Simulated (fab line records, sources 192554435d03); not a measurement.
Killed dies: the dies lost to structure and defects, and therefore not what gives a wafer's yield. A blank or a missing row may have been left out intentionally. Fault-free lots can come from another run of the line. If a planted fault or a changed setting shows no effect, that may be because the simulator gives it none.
fab line records | flow n5-finfet | part 1 of 2: steps 1 to 4 of 6
record: lots: 22 wafers: 66 last-day: 19
route steps=1938 shown BEOL_M9@1401
lots that met no fault: taken from a fault-free run of the same line
start-h: start of the lot's first displayed wafer, in hours after the record's first day | wait-h: hours from the lot's prior step to this one | " the same as in the row above | L1.1+2: a row that stands for several wafers | - value missing, or start not given | * or withheld: withheld | < > ~ a bound
route shown NAME@n: a module of which the file shows steps, and the number in the route of the first | usual: mean and standard deviation over wafers with no fault | same: alike in all rows | chamber/n: place in a boat | sites: the reading at each site | _std_site: how widely they spread, as a standard deviation | _edge_site: outer sites' mean less inner sites' | radius-mm: how far each site lies from the wafer's centre | mask NAME#n: copy n | behind: the tool/chamber that last shaped the wafer | hold: the reason the lot was held/the length of the hold in hours/how it ended | device: which transistor (n, p or np) failed to switch | end of line: the route-end tests of the same wafers | step lacking rows: just its recipe | killed: count of dies lost to structure and defects at first sort (not the wafer's yield) | map: shows each die of a wafer: x if killed, . if not, _ if none is there
set.NAME: the run value of the setting; set.NAME@STEP: its run value at that earlier step | model.NAME: the simulator's own value behind a step, which no gauge read
the route's steps for a sample of lots (tables are steps, rows are wafers)
services: a tool's chamber out of use, with start hour (start-h, from the record's first day; less than 0 if before it), hours out, and reason
== steps ==
step: N5_BEOL_M9_ILD_DEP_00
recipe: material: SiCOH_lowk target-thk-a: 3085.1 temp-c: 300 precursor: DEMS/porogen pressure-torr: 5 rf-w: 500 time-s: 58
usual: heater-power-w: 316/63 showerhead-plenum-p-Torr: 5.745/0.014 throttle-valve-pct: 13.9/0.78
same: time-s: 58
columns lot.wafer tool chamber start-h wait-h heater-power-w showerhead-plenum-p-Torr throttle-valve-pct
L076.2 pecvd-03 0 217.30 0.0 223 5.754 13.5
L076.5 " 0 " " 231 5.753 13.7
L076.6 " 1 " " 343 5.756 13.5
L074.2 pecvd-03 1 217.78 0.0 360 5.762 13.6
L074.3 " 2 " " 295 5.766 14.0
L074.6 " 0 " " 213 5.753 13.4
L075.1 pecvd-03 1 224.79 0.0 335 5.745 13.5
L075.2 " 0 " " 251 5.753 13.7
L075.5 " 0 " " 188 5.750 13.3
L077.1 pecvd-04 2 243.81 0.0 343 5.755 13.5
L077.5 " 2 " " 350 5.753 13.6
L077.6 " 0 " " 422 5.722 15.4
L078.1 pecvd-02 2 246.44 0.0 232 5.730 13.1
L078.3 " 0 " " 264 5.748 14.5
L078.6 " 0 " " 269 5.752 14.8
L079.3 pecvd-02 0 247.64 0.0 257 5.750 15.0
L079.4 " 2 " " 263 5.734 13.2
L079.6 " 0 " " 255 5.751 14.4
L081.2 pecvd-03 0 254.40 0.0 253 5.735 13.7
L081.4 " 0 " " 251 5.742 13.5
L081.5 " 0 " " 193 5.751 13.8
L080.3 pecvd-02 1 254.54 0.0 371 5.755 13.8
L080.4 " 1 " " 379 5.740 14.1
L080.5 " 2 " " 281 5.743 13.2
L082.1 pecvd-03 1 256.52 0.0 322 5.754 13.5
L082.2 " 0 " " 204 5.759 13.7
L082.5 " 0 " " 225 5.727 13.6
L085.3 pecvd-03 0 268.88 0.0 253 5.740 13.7
L085.4 " 2 " " 313 5.758 12.8
L085.5 " 1 " " 340 5.748 13.4
L084.2 pecvd-04 0 272.05 0.0 414 5.714 15.6
L084.4 " 1 " " 379 5.758 14.4
L084.6 " 0 " " 433 5.721 15.6
L087.1 pecvd-03 1 294.81 0.0 318 5.760 13.2
L087.2 " 2 " " 312 5.756 12.9
L087.3 " 0 " " 244 5.755 13.8
L089.1 pecvd-04 2 307.94 0.0 334 5.751 13.8
L089.2 " 0 " " 405 5.708 15.4
L089.3 " 0 " " 424 5.718 15.6
L088.1 pecvd-02 2 309.45 0.0 287 5.741 13.2
L088.4 " 2 " " 285 5.743 13.2
L088.6 " 1 " " 298 5.750 13.9
L086.3 pecvd-04 0 309.74 0.1 443 5.731 15.5
L086.4 " 2 " " 376 5.748 13.6
L086.6 " 2 " " 296 5.753 13.6
L090.3 pecvd-02 0 320.00 0.0 255 5.748 14.5
L090.4 " 1 " " 334 5.735 13.8
L090.6 " 0 " " 268 5.734 14.9
L091.2 pecvd-04 2 343.56 0.0 359 5.744 13.5
L091.4 " 0 " " 408 5.708 15.2
L091.6 " 1 " " 359 5.760 14.6
L092.4 pecvd-02 2 352.76 0.1 270 5.746 13.4
L092.5 " 0 " " 261 5.750 14.9
L092.6 " 1 " " 388 5.746 14.1
L094.2 pecvd-03 0 353.00 0.0 237 5.738 13.6
L094.3 " 2 " " 252 5.756 12.7
L094.6 " 1 " " 365 5.715 13.4
L096.1 pecvd-03 2 371.56 0.0 284 5.752 12.6
L096.3 " 0 " " 231 5.757 13.7
L096.5 " 2 " " 287 5.767 12.5
L095.2 pecvd-04 0 372.01 0.0 400 5.704 15.4
L095.3 " 1 " " 377 5.751 14.6
L095.4 " 1 " " 390 5.752 14.5
L097.1 pecvd-03 1 376.43 0.0 322 5.749 13.3
L097.2 " 0 " " 248 5.762 13.8
L097.3 " 2 " " 290 5.749 12.9
step: N5_BEOL_M9_CURE_71
recipe: temp-c: 385 time-s: 240 ambient: He/Ar material: SiCOH_lowk
usual: lamp-power-pct: 52.32/0.049 wafer_temp_C_max: 386.9/0.58
same: time-s: 240
columns lot.wafer tool chamber start-h wait-h lamp-power-pct wafer_temp_C_max
L076.2 uv-cure-03 0 218.79 1.5 52.23 387.3
L076.5 " 0 " " 52.27 386.9
L076.6 " 0 " " 52.28 387.8
L074.2 uv-cure-03 0 219.87 2.1 52.30 387.4
L074.3 " 0 " " 52.30 386.8
L074.6 " 0 " " 52.28 387.2
L075.1 uv-cure-03 0 225.71 0.9 52.38 387.0
L075.2 " 0 " " 52.28 386.9
L075.5 " 0 " " 52.34 387.4
L077.1 uv-cure-02 1 243.89 0.0 52.32 386.9
L077.5 " 1 " " 52.34 387.0
L077.6 " 1 " " 52.34 387.2
L078.1 uv-cure-03 2 246.59 0.1 52.30 388.6
L078.3 " 2 " " 52.33 387.3
L078.6 " 2 " " 52.30 388.2
L079.3 uv-cure-03 0 247.88 0.2 52.31 386.4
L079.4 " 0 " " 52.37 386.9
L079.6 " 0 " " 52.27 386.6
L081.2 uv-cure-02 0 254.59 0.2 52.38 386.4
L081.4 " 0 " " 52.34 386.6
L081.5 " 0 " " 52.38 386.4
L080.3 uv-cure-03 0 254.78 0.2 52.28 386.8
L080.4 " 0 " " 52.26 387.3
L080.5 " 0 " " 52.32 386.7
L082.1 uv-cure-02 2 256.77 0.2 52.43 386.3
L082.2 " 2 " " 52.28 386.5
L082.5 " 2 " " 52.36 386.6
L085.3 uv-cure-02 1 269.12 0.2 52.41 387.1
L085.4 " 1 " " 52.24 386.9
L085.5 " 1 " " 52.33 386.6
L084.2 uv-cure-02 2 272.40 0.3 52.31 386.9
L084.4 " 2 " " 52.29 386.4
L084.6 " 2 " " 52.24 386.2
L087.1 uv-cure-03 0 294.89 0.0 52.32 386.8
L087.2 " 0 " " 52.40 387.7
L087.3 " 0 " " 52.32 386.4
L089.1 uv-cure-02 2 308.05 0.1 52.37 386.5
L089.2 " 2 " " 52.34 386.7
L089.3 " 2 " " 52.25 386.4
L088.1 uv-cure-03 1 309.87 0.4 52.33 387.0
L088.4 " 1 " " 52.37 387.3
L088.6 " 1 " " 52.29 386.3
L086.3 uv-cure-02 1 310.13 0.4 52.43 386.5
L086.4 " 1 " " 52.33 386.8
L086.6 " 1 " " 52.28 386.8
L090.3 uv-cure-03 2 320.40 0.4 52.45 387.3
L090.4 " 2 " " 52.36 387.1
L090.6 " 2 " " 52.32 387.5
L091.2 uv-cure-03 0 343.91 0.3 52.33 387.8
L091.4 " 0 " " 52.33 387.1
L091.6 " 0 " " 52.30 386.9
L092.4 uv-cure-01 2 353.05 0.3 52.35 385.9
L092.5 " 2 " " 52.34 385.7
L092.6 " 2 " " 52.33 385.9
L094.2 uv-cure-02 0 353.24 0.2 52.32 386.4
L094.3 " 0 " " 52.27 386.7
L094.6 " 0 " " 52.26 386.9
L096.1 uv-cure-03 2 371.64 0.0 52.25 387.0
L096.3 " 2 " " 52.26 387.5
L096.5 " 2 " " 52.32 387.8
L095.2 uv-cure-02 2 372.16 0.1 52.31 386.7
L095.3 " 2 " " 52.34 386.9
L095.4 " 2 " " 52.30 387.0
L097.1 uv-cure-03 2 376.51 0.0 52.24 388.5
L097.2 " 2 " " 52.33 386.8
L097.3 " 2 " " 52.31 387.0
step: N5_BEOL_M9_HM_OPEN_17
recipe: chemistry: Cl2/BCl3 target-depth-a: 200 overetch-a: 60 target: TiN mask-material: SOC ion-energy-ev: 150 pressure-mtorr: 10 icp-w: 1000 bias-w: 126 Cl2_flow_sccm: 53.25 bcl3-flow-sccm: 21.75 Ar_flow_sccm: 25
usual: chamber-pressure-mTorr: 10.000/0.009 drypump-motor-current-A: 5.4/0.35 oes-product-au: 0.65/0.07 throttle-valve-pct: 22.30/0.25
columns lot.wafer tool chamber start-h wait-h chamber-pressure-mTorr drypump-motor-current-A oes-product-au rf-hours-counter-h throttle-valve-pct
L076.2 rie-metal-03 0 220.05 0.0 10.000 5.1 0.60 82 22.20
L076.5 " 1 " " 9.989 5.7 0.72 - 22.35
L076.6 " 0 " " 10.002 5.1 0.59 - 22.23
L074.2 rie-metal-03 1 221.13 0.0 10.009 5.7 0.72 24 22.36
L074.3 " 1 " " 9.999 5.7 0.72 - 22.37
L074.6 " 0 " " 9.997 5.1 0.60 - 22.23
L075.1 rie-metal-03 1 228.03 0.0 9.988 5.7 0.71 25 22.37
L075.2 " 0 " " 10.010 5.1 0.60 83 22.23
L075.5 " 0 " " 9.999 5.1 0.60 - 22.23
L077.1 rie-metal-01 0 246.24 0.0 10.010 5.2 0.68 38 22.22
L077.5 " 1 " " 10.011 6.0 0.57 - 22.76
L077.6 " 0 " " 10.006 5.1 0.68 - 22.23
L078.1 rie-metal-01 0 248.70 0.0 9.985 5.1 0.67 38 22.21
L078.3 " 0 " " 9.987 5.1 0.67 - 22.21
L078.6 " 0 " " 10.006 5.1 0.68 - 22.21
L079.3 rie-metal-01 0 249.31 0.1 10.021 5.1 0.68 - 22.21
L079.4 " 1 " " 10.006 6.0 0.58 - 22.75
L079.6 " 0 " " 10.004 5.1 0.68 - 22.18
L081.2 rie-metal-01 1 256.44 0.0 10.000 6.0 0.57 93 22.76
L081.4 " 1 " " 10.007 6.0 0.57 - 22.76
L081.5 " 0 " " 9.988 5.1 0.67 - 22.20
L080.3 rie-metal-02 1 256.64 0.1 10.011 5.2 0.53 - 22.46
L080.4 " 0 " " 9.999 5.2 0.74 - 21.97
L080.5 " 0 " " 9.994 5.2 0.74 - 21.94
L082.1 rie-metal-03 1 258.74 0.0 9.996 5.7 0.71 28 22.38
L082.2 " 0 " " 10.010 5.1 0.58 86 22.24
L082.5 " 0 " " 9.981 5.1 0.59 - 22.24
L085.3 rie-metal-01 1 272.05 0.1 10.012 6.0 0.57 - 22.76
L085.4 " 0 " " 9.993 5.2 0.68 - 22.22
L085.5 " 0 " " 10.008 5.2 0.66 - 22.22
L084.2 rie-metal-03 1 275.30 0.0 10.014 5.7 0.69 29 22.39
L084.4 " 0 " " 10.010 5.1 0.59 - 22.22
L084.6 " 1 " " 9.997 5.7 0.70 - 22.38
L087.1 rie-metal-02 1 298.22 0.1 9.992 5.2 0.82 1 21.92
L087.2 " 0 " " 10.010 5.2 0.73 20 21.95
L087.3 " 0 " " 9.995 5.2 0.74 - 21.93
L089.1 rie-metal-03 0 309.88 0.0 10.004 5.1 0.59 89 22.25
L089.2 " 1 " " 10.002 5.8 0.69 31 22.40
L089.3 " 1 " " 9.984 5.7 0.70 - 22.39
L088.1 rie-metal-03 1 313.31 0.0 9.997 5.7 0.69 31 22.40
L088.4 " 0 " " 9.995 5.1 0.58 - 22.25
L088.6 " 1 " " 9.996 5.7 0.69 - 22.38
L086.3 rie-metal-01 1 313.86 0.1 10.010 6.0 0.56 - 22.77
L086.4 " 0 " " 9.991 5.1 0.66 - 22.22
L086.6 " 0 " " 10.000 5.1 0.65 - 22.22
L090.3 rie-metal-01 1 322.95 0.1 9.984 6.0 0.56 - 22.79
L090.4 " 0 " " 10.011 5.1 0.66 - 22.21
L090.6 " 0 " " 9.990 5.1 0.65 - 22.22
L091.2 rie-metal-02 0 348.21 0.0 9.984 5.2 0.72 24 21.97
L091.4 " 1 " " 9.999 5.1 0.78 - 21.93
L091.6 " 0 " " 9.995 5.2 0.72 - 21.96
L092.4 rie-metal-03 1 354.73 0.1 9.998 5.7 0.67 - 22.40
L092.5 " 0 " " 9.988 5.1 0.58 - 22.26
L092.6 " 1 " " 10.012 5.7 0.68 - 22.41
L094.2 rie-metal-03 0 357.26 0.0 9.996 5.1 0.57 93 22.26
L094.3 " 0 " " 10.004 5.1 0.57 - 22.24
L094.6 " 1 " " 10.007 5.7 0.67 - 22.42
L096.1 rie-metal-03 1 374.88 0.0 9.999 5.7 0.66 37 22.42
L096.3 " 1 " " 9.987 5.7 0.66 - 22.43
L096.5 " 0 " " 9.996 5.1 0.57 - 22.26
L095.2 rie-metal-01 0 374.99 0.1 10.001 5.1 0.65 - 22.22
L095.3 " 0 " " 10.003 5.1 0.65 - 22.23
L095.4 " 0 " " 10.000 5.1 0.65 - 22.23
L097.1 rie-metal-02 1 380.97 0.0 9.992 5.1 0.76 11 21.93
L097.2 " 0 " " 10.012 5.2 0.71 28 21.97
L097.3 " 0 " " 10.004 5.2 0.71 - 21.98
step: N5_BEOL_M9_ETCH_66
recipe: chemistry: N2/H2 target: SOC target-depth-a: 800 overetch-a: 160 mask-material: SiARC temp-c: 40 time-s: 120 ion-energy-ev: 200 pressure-mtorr: 30 source-w: 840 bias-w: 150 n2-flow-sccm: 200 h2-flow-sccm: 200
usual: chamber-pressure-mTorr: 30.003/0.027 drypump-motor-current-A: 5.8/0.54 oes-product-au: 0.61/0.064 rf-vpp-V: 523.8/2.4 showerhead-plenum-p-Torr: 2.54/0.081 throttle-valve-pct: 17.75/0.3
same: time-s: 120
columns lot.wafer tool chamber start-h wait-h chamber-pressure-mTorr drypump-motor-current-A oes-product-au rf-hours-counter-h rf-vpp-V showerhead-plenum-p-Torr throttle-valve-pct
L076.2 rie-diel-01 1 223.28 0.0 29.984 5.8 0.66 48 528.8 2.69 17.33
L076.5 " 3 " " 29.993 5.4 0.73 - 522.0 2.48 17.16
L076.6 " 0 " " 30.004 6.5 0.62 - 524.1 2.56 17.62
L074.2 rie-diel-02 2 223.45 0.0 30.023 6.4 0.71 12 522.6 2.49 17.75
L074.3 " 1 " " 29.960 5.2 0.53 230 519.8 2.41 18.16
L074.6 " 0 " " 30.009 5.6 0.68 - 522.8 2.48 17.55
L075.1 rie-diel-03 1 229.22 0.0 29.992 6.1 0.55 185 525.7 2.63 18.27
L075.2 " 3 " " 30.033 6.7 0.67 36 527.0 2.59 17.49
L075.5 " 3 " " 30.002 6.7 0.67 - 525.4 2.59 17.50
L077.1 rie-diel-02 3 247.33 0.0 29.999 6.2 0.52 234 520.8 2.42 18.09
L077.5 " 2 " " 30.027 6.4 0.71 - 521.2 2.49 17.75
L077.6 " 3 " " 29.984 6.2 0.52 - 520.5 2.41 18.09
L078.1 rie-diel-03 2 250.24 0.0 30.036 5.8 0.55 165 524.0 2.54 17.73
L078.3 " 1 " " 30.012 6.0 0.55 194 525.9 2.63 18.28
L078.6 " 2 " " 30.012 5.8 0.56 - 523.2 2.54 17.75
L079.3 rie-diel-02 1 250.40 0.0 30.020 5.2 0.53 235 519.6 2.40 18.17
L079.4 " 2 " " 30.009 6.4 0.70 17 522.7 2.49 17.75
L079.6 " 3 " " 29.950 6.2 0.53 - 520.7 2.41 18.11
L081.2 rie-diel-01 1 257.16 0.0 30.013 5.8 0.66 60 528.2 2.69 17.36
L081.4 " 3 " " 29.994 5.4 0.70 20 521.9 2.48 17.20
L081.5 " 1 " " 30.065 5.8 0.65 - 527.0 2.69 17.35
L080.3 rie-diel-03 0 257.45 0.0 29.985 4.9 0.58 164 523.5 2.53 17.58
L080.4 " 1 " " 29.974 6.1 0.55 196 525.0 2.63 18.29
L080.5 " 1 " " 30.004 6.1 0.54 - 526.3 2.63 18.30
L082.1 rie-diel-03 3 259.86 0.0 29.997 6.6 0.65 48 524.5 2.58 17.53
L082.2 " 2 " " 29.996 5.8 0.55 168 524.5 2.54 17.74
L082.5 " 2 " " 30.015 5.8 0.55 - 524.3 2.54 17.74
L085.3 rie-diel-02 3 273.56 0.0 30.020 6.2 0.52 244 520.0 2.41 18.12
L085.4 " 1 " " 30.032 5.2 0.53 239 519.4 2.40 18.19
L085.5 " 3 " " 29.981 6.2 0.51 - 519.0 2.41 18.11
L084.2 rie-diel-03 2 280.39 0.0 30.012 5.8 0.54 175 523.5 2.54 17.75
L084.4 " 0 " " 30.005 4.9 0.58 171 523.8 2.53 17.60
L084.6 " 1 " " 30.056 6.0 0.54 - 525.7 2.62 18.32
L087.1 rie-diel-01 0 299.99 0.0 29.938 6.5 0.60 141 523.2 2.55 17.65
L087.2 " 1 " " 30.013 5.8 0.64 72 527.0 2.68 17.38
L087.3 " 3 " " 30.011 5.4 0.68 32 523.3 2.47 17.22
L089.1 rie-diel-03 1 311.60 0.0 29.990 6.0 0.54 212 525.9 2.62 18.32
L089.2 " 0 " " 30.029 4.9 0.58 179 522.7 2.52 17.60
L089.3 " 2 " " 29.972 5.8 0.54 185 523.5 2.54 17.79
L088.1 rie-diel-03 3 314.94 0.0 30.029 6.7 0.64 65 524.9 2.58 17.58
L088.4 " 0 " " 29.999 4.9 0.58 180 524.1 2.52 17.60
L088.6 " 1 " " 29.987 6.1 0.54 - 526.2 2.62 18.32
L086.3 rie-diel-02 1 315.11 0.0 30.049 5.2 0.53 253 519.5 2.40 18.21
L086.4 " 0 " " 29.981 5.6 0.66 - 521.5 2.47 17.61
L086.6 " 1 " " 30.010 5.2 0.52 - 522.7 2.40 18.23
L090.3 rie-diel-01 3 323.79 0.0 30.009 5.4 0.66 41 522.3 2.47 17.23
L090.4 " 0 " " 30.012 6.4 0.59 149 524.0 2.54 17.66
L090.6 " 3 " " 29.994 5.4 0.66 - 522.4 2.47 17.23
L091.2 rie-diel-03 0 351.54 0.0 30.017 4.9 0.56 190 523.0 2.52 17.62
L091.4 " 2 " " 30.001 5.7 0.54 196 523.3 2.53 17.78
L091.6 " 3 " " 29.973 6.6 0.62 - 525.3 2.57 17.56
L092.4 rie-diel-01 1 356.08 0.0 29.990 5.8 0.63 88 526.9 2.68 17.42
L092.5 " 1 " " 29.989 5.8 0.63 - 527.7 2.68 17.41
L092.6 " 0 " " 29.929 6.4 0.59 - 524.1 2.54 17.68
L094.2 rie-diel-02 3 358.11 0.0 30.054 6.2 0.70 13 529.3 2.72 17.67
L094.3 " 2 " " 30.020 6.5 0.66 55 521.2 2.47 17.81
L094.6 " 0 " " 30.010 5.6 0.63 - 522.5 2.46 17.65
L095.2 rie-diel-03 3 379.88 0.0 30.001 6.7 0.63 82 522.7 2.57 17.60
L095.3 " 2 " " 30.013 5.8 0.53 204 522.5 2.53 17.81
L095.4 " 0 " " 30.022 4.9 0.57 197 523.1 2.52 17.65
L096.1 rie-diel-02 1 379.92 0.0 29.997 5.2 0.74 6 529.3 2.72 17.71
L096.3 " 3 " " 30.031 6.2 0.70 18 527.8 2.72 17.69
L096.5 " 0 " " 29.982 5.6 0.63 - 520.8 2.46 17.64
L097.1 rie-diel-03 3 382.06 0.0 30.012 6.6 0.62 83 526.0 2.57 17.59
L097.2 " 0 " " 30.019 4.9 0.56 198 522.4 2.52 17.67
L097.3 " 2 " " 29.996 5.8 0.53 205 523.1 2.53 17.80
